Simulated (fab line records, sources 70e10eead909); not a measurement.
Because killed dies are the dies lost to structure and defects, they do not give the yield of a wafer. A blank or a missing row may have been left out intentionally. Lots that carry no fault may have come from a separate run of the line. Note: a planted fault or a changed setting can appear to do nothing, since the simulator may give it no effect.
fab line records | flow nand-harc
record lots=7 wafers=21 last-day=24
route steps=1159 shown A_CHANNEL_HOLE_D1@457 END@1159
lots that met no fault: taken from a fault-free run of the same line
start-h: hours from the record's first day to the start of the lot's first wafer shown | wait-h: time in hours since the lot's previous step | " as in the row above | L1.1+2: one row covering several wafers at once | - no value, or no start was given | * or withheld: withheld | < > ~ a bound
route shown NAME@n: NAME is a module with steps in the file, n the number in the route of the first one | usual: the fault-free wafers' mean and standard deviation | same: alike in all rows | chamber/n: place in a boat | sites: each site's reading | _std_site: the values' standard deviation | _edge_site: inner sites' mean taken away from outer sites' mean | radius-mm: how far each site lies from the wafer's centre | mask NAME#n: copy n | behind: the most recent tool/chamber to have shaped the wafer | hold: the reason the lot was held/the length of the hold in hours/how it ended | device: whichever transistor did not switch (one of n, p or np) | end of line: the tests these same wafers got at the end of their route | for a step that has no rows: nothing shown but its recipe | killed: at the first sort, the dies lost to defects and structure; wafer yield is something else | map: a wafer's dies, marking killed ones x, the rest . and places with no die _
set.NAME: the setting that was run; set.NAME@STEP: the one run at that earlier step | model.NAME: the simulator's own value behind a step, which no gauge read
a table for each step, a row for each wafer; lots at some steps of the route
services: when a tool's chamber went out of use (start-h, in hours from the record's first day, below 0 if earlier), for how many hours, and the reason
## steps
# step NHARC_A_CHANNEL_HOLE_D1_SOFTBAKE_05
# recipe temp-c=105 time-s=55
# step NHARC_A_CHANNEL_HOLE_D1_EBR_06
# step NHARC_A_CHANNEL_HOLE_D1_EXPOSE_07
# recipe na=1.35 target-cd-nm=100 sigma-outer=0.3 dose-mj=59.65 mask-id=HOLE_D1
# step NHARC_A_CHANNEL_HOLE_D1_PEB_08
# recipe peb-temp-c=100 peb-time-s=65
# step NHARC_A_CHANNEL_HOLE_D1_DEVELOP_09
# recipe develop-time-s=35 dev-temp-c=23
# step NHARC_A_CHANNEL_HOLE_D1_CD_MEAS_10
# recipe target-cd-nm=100 landing-energy-ev=500
# usual cd-nm=100.2/0.63
# columns lot.wafer tool chamber start-h wait-h cd-nm
L844.1 cd-sem-01 0 193.55 - 100.2
L844.2 " 0 " " 99.0
L844.6 " 0 " " 99.8
L845.1 cd-sem-03 0 195.60 - 99.8
L845.2 " 0 " " 100.0
L845.3 " 0 " " 100.6
L846.3 cd-sem-02 0 195.76 - 100.1
L846.4 " 0 " " 100.9
L846.5 " 0 " " 101.0
L849.1 cd-sem-03 0 209.51 - 101.4
L849.4 " 0 " " 100.3
L849.6 " 0 " " 100.8
L856.1 cd-sem-02 0 263.16 - 100.6
L856.2 " 0 " " 100.8
L856.5 " 0 " " 100.0
L859.1 cd-sem-03 0 269.41 - 100.7
L859.2 " 0 " " 99.9
L859.4 " 0 " " 100.9
L864.2 cd-sem-01 0 303.27 - 101.4
L864.4 " 0 " " 100.2
L864.6 " 0 " " 101.0
# step NHARC_A_CHANNEL_HOLE_D1_OVL_MEAS_11
# usual overlay-x-nm=-0.2/0.83 overlay-y-nm=-0.1/1.1
# columns lot.wafer tool chamber start-h wait-h overlay-x-nm overlay-y-nm
L844.1 overlay-01 - 193.64 - -0.4 -0.3
L844.2 " - " " -0.8 -0.1
L844.6 " - " " -0.7 0.0
L845.1 overlay-02 - 195.69 - -0.8 0.9
L845.2 " - " " -0.2 1.0
L845.3 " - " " -0.2 0.8
L846.3 overlay-01 - 195.84 - -0.1 -0.7
L846.4 " - " " -0.5 -0.5
L846.5 " - " " 0.5 -0.7
L849.1 overlay-02 - 209.60 - -1.6 -0.1
L849.4 " - " " -1.5 0.5
L849.6 " - " " -1.8 0.2
L856.1 overlay-01 - 263.24 - -0.9 0.7
L856.2 " - " " -1.1 0.7
L856.5 " - " " -1.4 0.6
L859.1 overlay-01 - 269.50 - -1.0 -1.4
L859.2 " - " " -1.0 -1.1
L859.4 " - " " -0.6 -1.4
L864.2 overlay-02 - 303.35 - -0.1 0.8
L864.4 " - " " 0.1 0.6
L864.6 " - " " -0.2 1.2
# step NHARC_A_CHANNEL_HOLE_D1_INSPECT_12
# usual raw-defect-count=5.6/2.8
# columns lot.wafer tool chamber start-h wait-h raw-defect-count
L844.1 defect-inspect-01 - 193.67 0.0 2
L844.2 " - " " 7
L844.6 " - " " 6
L845.1 defect-inspect-01 - 195.72 0.0 3
L845.2 " - " " 7
L845.3 " - " " 6
L846.3 defect-inspect-02 - 195.88 0.0 7
L846.4 " - " " 0
L846.5 " - " " 4
L849.1 defect-inspect-01 - 209.64 0.0 9
L849.4 " - " " 5
L849.6 " - " " 3
L856.1 defect-inspect-02 - 263.28 0.0 6
L856.2 " - " " 6
L856.5 " - " " 4
L859.1 defect-inspect-01 - 269.54 0.0 12
L859.2 " - " " 5
L859.4 " - " " 8
L864.2 defect-inspect-01 - 303.39 0.0 5
L864.4 " - " " 4
L864.6 " - " " 1
# step NHARC_A_CHANNEL_HOLE_D1_DESCUM_15
# recipe time-s=3 o2-flow-sccm=200 ar-flow-sccm=0 bias-power-w=0 chemistry=O2
# usual drypump-motor-current-A=5.85/0.25 oes-product-au=1.000/0.0084 rf-vpp-V=57.7/0.82 showerhead-plenum-p-Torr=1.90/0.059 throttle-valve-pct=11.311/0.0091
# columns lot.wafer tool chamber start-h wait-h drypump-motor-current-A oes-product-au rf-hours-counter-h rf-vpp-V showerhead-plenum-p-Torr throttle-valve-pct
L844.1 rie-diel-10 3 193.74 0.1 6.20 0.984 0 56.6 1.87 11.305
L844.2 " 1 " " 5.34 0.987 0 56.9 1.82 11.313
L844.6 " 0 " " 5.88 0.988 - 58.2 1.96 11.306
L845.3 rie-diel-02 0 195.79 0.1 5.73 0.991 1 57.9 1.98 11.301
L845.1 " 2 " " 6.01 1.005 1 59.2 2.02 11.296
L845.2 " 3 " " 5.92 0.990 1 57.6 1.84 11.312
L846.4 rie-diel-10 0 195.94 0.1 5.90 0.999 0 58.3 1.96 11.317
L846.3 " 1 " " 5.34 1.004 1 57.7 1.82 11.310
L846.5 " 0 " " 5.87 0.998 - 56.6 1.96 11.323
L849.4 rie-diel-02 0 209.71 0.1 5.75 1.003 3 57.5 1.98 11.320
L849.1 " 3 " " 5.92 0.989 3 58.1 1.84 11.316
L849.6 " 0 " " 5.79 1.002 - 57.1 1.98 11.314
L856.1 rie-diel-06 3 263.37 0.1 5.88 1.005 1 56.9 1.86 11.329
L856.2 " 0 " " 6.21 0.986 1 57.8 1.89 11.304
L856.5 " 3 " " 5.90 1.004 - 57.3 1.86 11.317
L859.4 rie-diel-02 3 269.61 0.1 5.91 0.994 8 57.6 1.84 11.308
L859.2 " 0 " " 5.79 1.004 8 58.1 1.98 11.314
L859.1 " 1 " " 6.03 1.021 8 56.3 1.88 11.304
L864.4 rie-diel-02 2 303.45 0.1 6.00 1.012 10 58.7 2.02 11.320
L864.2 " 0 " " 5.74 1.003 9 60.4 1.98 11.310
L864.6 " 3 " " 5.96 0.983 - 57.5 1.84 11.314
# step NHARC_A_CHANNEL_HOLE_D1_ETCH_38
# recipe target-depth-a=390 over-etch-frac=0.3 time-s=65 ion-energy-ev=80 cf4-flow-sccm=150 ar-flow-sccm=0 rf-w=300 bias-w=100 chemistry=CF4
# usual bias-w=100.00/0.29 cf4-flow-sccm=150.1/0.46 drypump-motor-current-A=5.85/0.25 oes-product-au=1.000/0.0091 rf-vpp-V=151.1/1.1 showerhead-plenum-p-Torr=1.75/0.049 throttle-valve-pct=13.285/0.01
# columns lot.wafer tool chamber start-h wait-h bias-w cf4-flow-sccm drypump-motor-current-A oes-product-au rf-hours-counter-h rf-vpp-V showerhead-plenum-p-Torr throttle-valve-pct
L844.2 rie-diel-10 3 193.83 0.1 99.78 149.9 6.18 0.996 0 151.9 1.73 13.295
L844.1 " 0 " " 100.20 149.6 5.89 0.991 0 151.1 1.81 13.269
L844.6 " 1 " " 99.79 149.7 5.33 0.996 - 150.9 1.69 13.275
L845.2 rie-diel-02 2 195.87 0.1 100.29 149.6 6.04 1.014 1 152.6 1.86 13.295
L845.1 " 3 " " 100.21 149.7 5.91 0.993 1 150.3 1.71 13.294
L845.3 " 1 " " 100.12 150.2 6.04 1.003 1 149.4 1.74 13.282
L846.3 rie-diel-10 3 196.03 0.1 100.12 149.3 6.16 0.990 1 150.8 1.73 13.282
L846.4 " 1 " " 99.92 150.0 5.34 0.987 1 149.7 1.69 13.290
L846.5 " 0 " " 99.96 150.8 5.87 0.990 - 151.3 1.81 13.275
L849.4 rie-diel-02 1 209.80 0.1 99.92 150.5 6.05 1.004 3 151.3 1.74 13.286
L849.1 " 2 " " 100.49 150.0 6.00 1.008 3 152.6 1.86 13.264
L849.6 " 0 " " 99.51 150.0 5.79 0.998 - 151.7 1.83 13.280
L856.2 rie-diel-06 0 263.45 0.1 99.79 149.8 6.18 1.002 1 149.6 1.75 13.296
L856.1 " 1 " " 100.32 150.4 5.89 1.014 1 152.0 1.77 13.286
L856.5 " 0 " " 99.70 149.6 6.18 0.997 - 152.2 1.75 13.295
L859.1 rie-diel-02 0 269.69 0.1 100.54 150.2 5.79 1.011 8 151.6 1.82 13.290
L859.2 " 1 " " 99.84 150.3 6.01 1.017 8 151.5 1.74 13.279
L859.4 " 2 " " 99.99 150.9 6.01 1.008 9 152.6 1.86 13.283
L864.4 rie-diel-02 3 303.54 0.1 100.27 150.5 5.91 0.991 11 150.5 1.70 13.275
L864.2 " 1 " " 99.88 150.6 6.02 1.004 11 150.4 1.74 13.293
L864.6 " 3 " " 99.69 150.9 5.93 0.991 - 150.1 1.70 13.286
# step NHARC_A_CHANNEL_HOLE_D1_ETCH_39
# recipe target-depth-a=2600 over-etch-frac=0.3 time-s=325 ion-energy-ev=200 n2-flow-sccm=150 h2-flow-sccm=150 ar-flow-sccm=0 rf-w=400 bias-w=150 chemistry=N2/H2
# usual bias-w=150.0/0.44 chamber-pressure-mTorr=29.996/0.027 drypump-motor-current-A=5.88/0.24 oes-product-au=1.000/0.0097 rf-vpp-V=430.1/1.9 showerhead-plenum-p-Torr=2.02/0.063 throttle-valve-pct=14.170/0.0095
# columns lot.wafer tool chamber start-h wait-h bias-w chamber-pressure-mTorr drypump-motor-current-A oes-product-au rf-hours-counter-h rf-vpp-V showerhead-plenum-p-Torr throttle-valve-pct
L844.2 rie-diel-10 2 - - 150.6 29.971 5.83 1.008 0 429.8 2.00 14.172
L844.1 " 3 " " 150.5 29.980 6.15 0.989 0 428.2 1.99 14.184
L844.6 " 2 " " 150.3 29.986 5.85 1.017 - 430.6 2.00 14.161
L845.3 rie-diel-02 2 - - 149.8 30.006 6.02 1.005 1 432.9 2.16 14.162
L845.2 " 0 " " 149.7 30.032 5.81 1.003 1 433.2 2.11 14.166
L845.1 " 1 " " 150.7 30.050 6.07 1.013 1 429.7 2.00 14.168
L846.3 rie-diel-10 3 - - 149.6 29.966 6.20 0.992 1 429.4 1.99 14.159
L846.4 " 0 " " 149.3 29.965 5.88 0.997 1 432.3 2.09 14.161
L846.5 " 2 " " 150.6 30.027 5.86 0.999 - 429.9 2.00 14.170
L849.4 rie-diel-02 0 - - 148.9 30.012 5.77 1.003 3 433.9 2.11 14.170
L849.1 " 2 " " 150.1 29.988 6.02 1.014 3 435.1 2.16 14.169
L849.6 " 1 " " 150.0 30.026 6.03 1.008 - 432.0 2.00 14.182
L856.2 rie-diel-06 0 - - 149.5 29.965 6.19 0.996 1 430.5 2.02 14.161
L856.1 " 3 " " 149.7 30.004 5.90 1.009 1 428.6 1.98 14.155
L856.5 " 0 " " 149.9 30.037 6.18 0.996 - 430.4 2.02 14.178
L859.2 rie-diel-02 3 - - 149.8 30.002 5.94 1.003 8 429.3 1.96 14.156
L859.4 " 1 " " 150.5 30.007 6.06 1.010 8 429.5 2.00 14.171
L859.1 " 2 " " 149.6 29.999 6.03 1.014 9 432.7 2.15 14.171
L864.2 rie-diel-02 1 - - 149.7 29.956 6.04 1.027 11 429.6 2.00 14.180
L864.4 " 0 " " 150.3 30.011 5.72 1.007 9 431.5 2.11 14.166
L864.6 " 1 " " 149.6 30.013 6.08 1.017 - 430.0 2.00 14.186
# step NHARC_A_CHANNEL_HOLE_D1_ETCH_34
# recipe target-depth-a=1540 time-s=77 cf4-flow-sccm=100 chf3-flow-sccm=30 ar-flow-sccm=0 rf-w=500 bias-w=200 chemistry=CF4/CHF3
# usual bias-w=200.0/0.63 cf4-flow-sccm=100.0/0.32 drypump-motor-current-A=5.85/0.25 oes-product-au=0.948/0.022 rf-vpp-V=370.1/1.7 showerhead-plenum-p-Torr=1.56/0.045 throttle-valve-pct=16.802/0.0085
# columns lot.wafer tool chamber start-h wait-h bias-w cf4-flow-sccm drypump-motor-current-A oes-product-au rf-hours-counter-h rf-vpp-V showerhead-plenum-p-Torr throttle-valve-pct
L844.1 rie-diel-10 3 - - 201.1 99.9 6.24 0.959 0 369.0 1.54 16.815
L844.2 " 1 " " 200.1 100.2 5.34 0.965 0 368.0 1.50 16.803
L844.6 " 3 " " 200.6 99.7 6.20 0.959 - 370.0 1.54 16.808
L845.1 rie-diel-02 1 - - 200.5 99.5 6.05 0.968 1 369.6 1.55 16.805
L845.2 " 3 " " 199.3 100.4 5.91 0.962 1 369.5 1.52 16.802
L845.3 " 0 " " 200.3 99.9 5.74 0.965 1 372.1 1.63 16.808
L846.3 rie-diel-10 3 - - 200.4 99.8 6.19 0.967 1 369.0 1.54 16.805
L846.4 " 0 " " 199.6 100.1 5.89 0.952 1 372.6 1.61 16.799
L846.5 " 3 " " 200.3 100.1 6.20 0.970 - 370.1 1.54 16.823
L849.4 rie-diel-02 1 - - 199.5 100.3 6.06 0.934 3 370.2 1.55 16.808
L849.1 " 2 " " 200.8 99.7 6.00 0.941 3 373.7 1.66 16.801
L849.6 " 0 " " 200.6 99.9 5.75 0.939 - 372.2 1.62 16.811
L856.2 rie-diel-06 1 - - 198.7 100.3 5.89 0.985 1 369.7 1.58 16.793
L856.1 " 2 " " 201.1 99.6 5.87 0.970 1 371.5 1.58 16.786
L856.5 " 0 " " 200.0 100.2 6.18 0.964 - 371.4 1.56 16.781
L859.4 rie-diel-02 2 - - 200.7 100.2 6.00 0.926 9 373.2 1.65 16.793
L859.2 " 0 " " 200.8 100.3 5.79 0.935 8 372.5 1.62 16.796
L859.1 " 1 " " 199.8 99.8 6.06 0.943 8 370.6 1.55 16.798
L864.4 rie-diel-02 0 - - 199.8 100.5 5.75 0.923 9 371.8 1.62 16.822
L864.2 " 2 " " 199.6 99.8 6.04 0.927 10 372.1 1.65 16.792
L864.6 " 0 " " 199.5 100.8 5.77 0.922 - 372.5 1.62 16.811
# step NHARC_A_CHANNEL_HOLE_D1_ETCH_16
# recipe target-depth-a=31000 over-etch-frac=0.3 time-s=806 ion-energy-ev=150 o2-flow-sccm=400 cos-flow-sccm=20 ar-flow-sccm=0 rf-w=500 bias-w=300 chemistry=O2/COS
# usual bias-w=300.0/0.95 chamber-pressure-mTorr=20.000/0.019 cos-flow-sccm=19.99/0.064 drypump-motor-current-A=5.89/0.24 oes-product-au=0.999/0.011 rf-vpp-V=313.8/1.5 showerhead-plenum-p-Torr=3.10/0.09 throttle-valve-pct=28.330/0.009
# columns lot.wafer tool chamber start-h wait-h bias-w chamber-pressure-mTorr cos-flow-sccm drypump-motor-current-A oes-product-au rf-hours-counter-h rf-vpp-V showerhead-plenum-p-Torr throttle-valve-pct
L844.2 rie-diel-10 2 194.26 - 301.0 19.974 20.08 5.84 1.012 1 312.6 3.07 28.325
L844.1 " 1 " " 298.7 19.986 20.06 5.34 0.987 0 313.3 2.98 28.341
L844.6 " 2 " " 301.0 20.009 19.97 5.84 1.009 - 312.3 3.07 28.331
L845.1 rie-diel-02 0 196.37 - - - - - - - - - -
L845.3 " 1 " " - - - - - - - - -
L845.2 " 2 " " - - - - - - - - -
L846.4 rie-diel-10 2 196.55 - - - - - - - - - -
L846.3 " 0 " " - - - - - - - - -
L846.5 " 2 " " - - - - - - - - -
L849.4 rie-diel-02 2 210.23 - - - - - - - - - -
L849.1 " 0 " " - - - - - - - - -
L849.6 " 2 " " - - - - - - - - -
L856.2 rie-diel-06 2 263.89 - 300.1 19.974 19.91 5.85 1.005 1 313.7 3.14 28.326
L856.1 " 3 " " 298.8 19.992 19.94 5.90 1.008 2 314.1 3.04 28.326
L856.5 " 3 " " 299.5 19.994 19.96 5.88 1.009 - 311.7 3.04 28.341
L859.2 rie-diel-02 1 270.13 - 300.7 20.007 19.99 6.04 1.014 8 312.3 3.07 28.340
L859.1 " 2 " " 300.1 19.952 19.92 6.05 1.017 9 316.2 3.28 28.326
L859.4 " 0 " " 300.6 19.987 20.05 5.77 1.018 8 316.1 3.22 28.324
L864.4 rie-diel-02 2 303.98 - 299.3 19.994 19.98 6.02 1.006 11 316.3 3.28 28.325
L864.2 " 0 " " 299.3 20.023 20.07 5.79 1.010 9 315.9 3.22 28.326
L864.6 " 3 " " 300.0 20.002 19.87 5.91 1.009 - 311.2 3.01 28.311
# step NHARC_A_CHANNEL_HOLE_D1_CD_MEAS_18
# usual cd-nm=99.5/2.4
# columns lot.wafer tool chamber start-h wait-h cd-nm
L844.1 cd-sem-02 - 194.85 - 99.0
L844.2 " - " " 97.5
L844.6 " - " " 97.6
L845.1 cd-sem-03 - 196.89 - 102.9
L845.2 " - " " 99.8
L845.3 " - " " 97.1
L846.3 cd-sem-01 - 197.13 - 99.0
L846.4 " - " " 99.3
L846.5 " - " " 101.9
L849.1 cd-sem-01 - 210.83 - 98.2
L849.4 " - " " 97.7
L849.6 " - " " 102.2
L856.1 cd-sem-02 - 264.47 - 97.6
L856.2 " - " " 100.5
L856.5 " - " " 96.5
L859.1 cd-sem-02 - 270.70 - 96.5
L859.2 " - " " 98.5
L859.4 " - " " 104.3
L864.2 cd-sem-01 - 304.56 - 103.4
L864.4 " - " " 96.2
L864.6 " - " " 101.6
# step NHARC_END_SORT_01
# recipe temp-c=25
# usual killed-at-array=29/9.4 killed-at-other=0.7/1.3 killed-at-periphery=2.9/2.1 killed-dies=32/9 killed-open=3.3/1.8 killed-short=1.9/1.4
# same gross-dies=677
# columns lot.wafer tool chamber start-h wait-h killed-at-array killed-at-other killed-at-periphery killed-dies killed-open killed-short
L844.1 prober-01 0 463.68 2.5 24 1 1 26 4 1
L844.2 prober-01 0 464.48 2.8 20 0 2 22 1 1
L844.6 prober-01 0 467.70 4.0 29 1 4 34 2 1
L846.3 prober-02 0 480.80 3.1 674 1 2 677 4 3
L846.4 prober-02 0 481.58 3.4 677 0 0 677 1 1
L846.5 prober-02 0 482.37 3.7 675 0 2 677 5 6
L845.1 prober-02 0 486.97 2.5 675 0 2 677 3 1
L845.2 prober-02 0 487.77 2.8 673 1 3 677 1 3
L845.3 prober-02 0 488.57 3.1 673 0 4 677 4 2
L849.1 prober-01 0 487.18 2.5 675 1 1 677 3 0
L849.4 prober-01 0 489.65 3.5 670 5 2 677 5 1
L849.6 prober-01 0 491.29 4.1 671 0 6 677 4 3
L856.1 prober-02 0 555.74 2.5 37 0 2 39 2 2
L864.2 prober-01 0 564.46 2.8 20 0 8 28 3 2
L864.4 prober-01 0 566.04 3.4 12 0 6 18 3 0
L864.6 prober-01 0 567.63 4.0 23 0 3 26 5 1
# killed by level:class
L844.1 A_CHANNEL_HOLE_D1:chamber-film-flake=9 A_STAIRCASE:chamber-film-flake=6 A_CONTACT:geometric-particle:open=2 A_CHANNEL_FILL_D1:chamber-film-flake=2 A_CONTACT:chamber-film-flake=2 P_M0:geometric-particle:open=1 A_CHANNEL_FILL_D1:geometric-particle:short=1 STARTING-WAFER:geometric-particle:open=1
L844.2 A_CHANNEL_HOLE_D1:chamber-film-flake=11 A_STAIRCASE:chamber-film-flake=4 A_CONTACT:geometric-particle:short=1 A_CONTACT:geometric-particle:open=1 P_STI:chamber-film-flake=1 P_CONTACT:chamber-film-flake=1 A_CHANNEL_FILL_D1:chamber-film-flake=1 A_SLIT:chamber-film-flake=1
L844.6 A_CHANNEL_HOLE_D1:chamber-film-flake=16 A_STAIRCASE:chamber-film-flake=5 P_STI:chamber-film-flake=3 A_CHANNEL_FILL_D1:chamber-film-flake=3 A_ONON_D1:geometric-particle:short=1 A_CHANNEL_FILL_D1:geometric-particle:open=1 A_CONTACT:geometric-particle:open=1 P_CONTACT:chamber-film-flake=1
L846.3 A_CHANNEL_HOLE_D1:area-etch=638 A_SLIT:chamber-film-flake=17 A_STAIRCASE:chamber-film-flake=7 A_CHANNEL_HOLE_D1:chamber-film-flake=4 A_CONTACT:chamber-film-flake=3 A_CONTACT:geometric-particle:open=2 P_GATE:geometric-particle:short=1 P_M2:geometric-particle:open=1
L846.4 A_CHANNEL_HOLE_D1:area-etch=646 A_SLIT:chamber-film-flake=13 A_STAIRCASE:chamber-film-flake=10 A_CHANNEL_HOLE_D1:chamber-film-flake=4 A_CONTACT:chamber-film-flake=2 A_WL_FILL:geometric-particle:short=1 A_WL_FILL:geometric-particle:open=1
L846.5 A_CHANNEL_HOLE_D1:area-etch=640 A_STAIRCASE:chamber-film-flake=9 A_SLIT:chamber-film-flake=9 A_WL_FILL:geometric-particle:short=4 A_CHANNEL_HOLE_D1:chamber-film-flake=3 A_CONTACT:chamber-film-flake=3 A_WL_FILL:chamber-film-flake=2 P_GATE:geometric-particle:open=1
L845.1 A_CHANNEL_HOLE_D1:area-etch=654 A_CHANNEL_HOLE_D1:chamber-film-flake=13 A_STAIRCASE:chamber-film-flake=3 P_M0:geometric-particle:open=2 A_CONTACT:chamber-film-flake=2 A_WL_FILL:geometric-particle:short=1 A_CONTACT:geometric-particle:open=1 A_ZERO_WELL:chamber-film-flake=1
L849.1 A_CHANNEL_HOLE_D1:area-etch=648 A_SLIT:chamber-film-flake=10 A_CHANNEL_HOLE_D1:chamber-film-flake=7 A_STAIRCASE:chamber-film-flake=4 A_CONTACT:chamber-film-flake=3 A_WL_FILL:geometric-particle:open=1 A_CONTACT:geometric-particle:open=1 A_M0:geometric-particle:open=1
L845.2 A_CHANNEL_HOLE_D1:area-etch=644 A_CHANNEL_HOLE_D1:chamber-film-flake=15 A_STAIRCASE:chamber-film-flake=5 A_CONTACT:chamber-film-flake=3 A_CONTACT:geometric-particle:short=2 A_WL_FILL:chamber-film-flake=2 P_GATE:geometric-particle:short=1 A_CONTACT:geometric-particle:open=1
L845.3 A_CHANNEL_HOLE_D1:area-etch=647 A_CHANNEL_HOLE_D1:chamber-film-flake=10 A_CONTACT:chamber-film-flake=5 A_STAIRCASE:chamber-film-flake=4 P_M0:geometric-particle:short=2 A_ZERO_WELL:chamber-film-flake=2 P_M0:geometric-particle:open=1 A_CONTACT:geometric-particle:open=1
L849.4 A_CHANNEL_HOLE_D1:area-etch=629 A_CHANNEL_HOLE_D1:chamber-film-flake=14 A_SLIT:chamber-film-flake=11 A_STAIRCASE:chamber-film-flake=8 A_CONTACT:chamber-film-flake=4 THIN_TSV:chamber-film-flake=4 P_M0:geometric-particle:open=2 A_CHANNEL_FILL_D1:geometric-particle:open=1
L849.6 A_CHANNEL_HOLE_D1:area-etch=631 A_CHANNEL_HOLE_D1:chamber-film-flake=17 A_SLIT:chamber-film-flake=10 A_STAIRCASE:chamber-film-flake=4 A_CONTACT:geometric-particle:open=3 P_ZERO_WELL:chamber-film-flake=3 A_WL_FILL:chamber-film-flake=2 P_GATE:geometric-particle:open=1
L856.1 A_SLIT:chamber-film-flake=17 A_CHANNEL_HOLE_D1:chamber-film-flake=15 A_CONTACT:chamber-film-flake=3 P_M0:geometric-particle:open=1 P_M0:geometric-particle:short=1 A_ONON_D1:geometric-particle:open=1 A_M0:geometric-particle:short=1
L864.2 A_CHANNEL_HOLE_D1:chamber-film-flake=11 A_CONTACT:chamber-film-flake=5 P_STI:chamber-film-flake=2 P_GATE:geometric-particle:open=1 P_GATE:geometric-particle:short=1 P_M0:geometric-particle:open=1 A_CHANNEL_HOLE_D1:geometric-particle:short=1 A_CHANNEL_HOLE_D1:geometric-particle:open=1
L864.4 A_CHANNEL_HOLE_D1:chamber-film-flake=6 P_GATE:chamber-film-flake=3 A_CONTACT:chamber-film-flake=3 P_STI:geometric-particle:open=1 P_CONTACT:geometric-particle:open=1 A_M0:geometric-particle:open=1 P_M0:chamber-film-flake=1 A_STAIRCASE:chamber-film-flake=1
L864.6 A_CHANNEL_HOLE_D1:chamber-film-flake=9 A_CONTACT:chamber-film-flake=8 A_M0:geometric-particle:open=2 P_M0:geometric-particle:open=1 A_ONON_D1:geometric-particle:open=1 A_SGD_CUT:geometric-particle:short=1 A_CONTACT:geometric-particle:open=1 P_ZERO_WELL:chamber-film-flake=1
# map L845.1 (x killed, . not)
____________x____________
_________xxxxxxx_________
_______xxxxxxxxxxx_______
______xxxxxxxxxxxxx______
_____xxxxxxxxxxxxxxx_____
____xxxxxxxxxxxxxxxxx____
____xxxxxxxxxxxxxxxxx____
___xxxxxxxxxxxxxxxxxxx___
___xxxxxxxxxxxxxxxxxxx___
__xxxxxxxxxxxxxxxxxxxxx__
__xxxxxxxxxxxxxxxxxxxxx__
_xxxxxxxxxxxxxxxxxxxxxxx_
_xxxxxxxxxxxxxxxxxxxxxxx_
_xxxxxxxxxxxxxxxxxxxxxxx_
_xxxxxxxxxxxxxxxxxxxxxxx_
_xxxxxxxxxxxxxxxxxxxxxxx_
xxxxxxxxxxxxxxxxxxxxxxxxx
xxxxxxxxxxxxxxxxxxxxxxxxx
xxxxxxxxxxxxxxxxxxxxxxxxx
xxxxxxxxxxxxxxxxxxxxxxxxx
xxxxxxxxxxxxxxxxxxxxxxxxx
_xxxxxxxxxxxxxxxxxxxxxxx_
_xxxxxxxxxxxxxxxxxxxxxxx_
_xxxxxxxxxxxxxxxxxxxxxxx_
_xxxxxxxxxxxxxxxxxxxxxxx_
_xxxxxxxxxxxxxxxxxxxxxxx_
__xxxxxxxxxxxxxxxxxxxxx__
__xxxxxxxxxxxxxxxxxxxxx__
___xxxxxxxxxxxxxxxxxxx___
___xxxxxxxxxxxxxxxxxxx___
____xxxxxxxxxxxxxxxxx____
____xxxxxxxxxxxxxxxxx____
_____xxxxxxxxxxxxxxx_____
______xxxxxxxxxxxxx______
_______xxxxxxxxxxx_______
_________xxxxxxx_________
____________x____________
# map L846.3 (x killed, . not)
____________x____________
_________xxxxxxx_________
_______xxxxxxxxxxx_______
______xxxxxxxxxxxxx______
_____xxxxxxxxxxxxxxx_____
____xxxxxxxxxxxxxxxxx____
____xxxxxxxxxxxxxxxxx____
___xxxxxxxxxxxxxxxxxxx___
___xxxxxxxxxxxxxxxxxxx___
__xxxxxxxxxxxxxxxxxxxxx__
__xxxxxxxxxxxxxxxxxxxxx__
_xxxxxxxxxxxxxxxxxxxxxxx_
_xxxxxxxxxxxxxxxxxxxxxxx_
_xxxxxxxxxxxxxxxxxxxxxxx_
_xxxxxxxxxxxxxxxxxxxxxxx_
_xxxxxxxxxxxxxxxxxxxxxxx_
xxxxxxxxxxxxxxxxxxxxxxxxx
xxxxxxxxxxxxxxxxxxxxxxxxx
xxxxxxxxxxxxxxxxxxxxxxxxx
xxxxxxxxxxxxxxxxxxxxxxxxx
xxxxxxxxxxxxxxxxxxxxxxxxx
_xxxxxxxxxxxxxxxxxxxxxxx_
_xxxxxxxxxxxxxxxxxxxxxxx_
_xxxxxxxxxxxxxxxxxxxxxxx_
_xxxxxxxxxxxxxxxxxxxxxxx_
_xxxxxxxxxxxxxxxxxxxxxxx_
__xxxxxxxxxxxxxxxxxxxxx__
__xxxxxxxxxxxxxxxxxxxxx__
___xxxxxxxxxxxxxxxxxxx___
___xxxxxxxxxxxxxxxxxxx___
____xxxxxxxxxxxxxxxxx____
____xxxxxxxxxxxxxxxxx____
_____xxxxxxxxxxxxxxx_____
______xxxxxxxxxxxxx______
_______xxxxxxxxxxx_______
_________xxxxxxx_________
____________x____________
## services
# columns tool chamber start-h hours kind
rie-diel-02 3 175.22 6.3 repair
rie-diel-10 - 176.50 9.0 pm
rie-diel-02 0 184.20 - clean
rie-diel-02 1 184.20 - clean
rie-diel-02 2 184.20 - clean
rie-diel-02 3 184.20 - clean
rie-diel-02 0 208.70 - clean
rie-diel-02 1 208.70 - clean
rie-diel-02 2 208.70 - clean
rie-diel-02 3 208.70 - clean
rie-diel-02 0 233.20 - clean
rie-diel-02 1 233.20 - clean
rie-diel-02 2 233.20 - clean
rie-diel-02 3 233.20 - clean
rie-diel-10 3 233.23 27.6 repair
rie-diel-06 - 241.20 9.0 pm
rie-diel-02 3 242.07 2.6 repair
rie-diel-10 1 251.93 5.6 repair
rie-diel-02 0 257.70 - clean
rie-diel-06 - 265.38 0.5 repair
rie-diel-10 1 269.48 8.4 repair
rie-diel-02 2 276.61 13.7 repair
rie-diel-06 1 280.26 11.0 repair
rie-diel-02 0 285.70 17.1 repair
## key
first-sign step=NHARC_A_CHANNEL_HOLE_D1_ETCH_16 reading=tool-record direction=missing
effect step=NHARC_END_SORT_01 reading=killed-dies direction=up sigmas=72 usual=32 struck=677
more-kills-born-at NHARC_A_CHANNEL_HOLE_D1_ETCH_16@rie-diel-02=3853 NHARC_A_CHANNEL_HOLE_D1_ETCH_16@rie-diel-10=1924
met-at NHARC_A_CHANNEL_HOLE_D1_ETCH_16
struck-wafers L845.1,L845.2,L845.3,L846.3,L846.4,L846.5,L849.1,L849.4,L849.6
later-rows-left-out L845.1,L845.2,L845.3,L846.3,L846.4,L846.5,L849.1,L849.4,L849.6
tester-left-out L845,L846,L849
onset-between 194.26 196.37
fault kind=skipped-step-whole tool=rie-diel-02,rie-diel-10 chamber=- onset-h=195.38 steps=NHARC_A_CHANNEL_HOLE_D1_ETCH_16 scope=struck-lots-only
# tester-left-out: of these lots the tester's yield and bins aren't shown, on N5 and GAA mostly nor the transistor test; their killed dies are dies lost to structure and defects alone, not to doping, threshold or leakage, so they don't give the yield
# later-rows-left-out: the simulator's readings of these wafers behind a module that went badly wrong aren't trusted and aren't shown, but for the sort
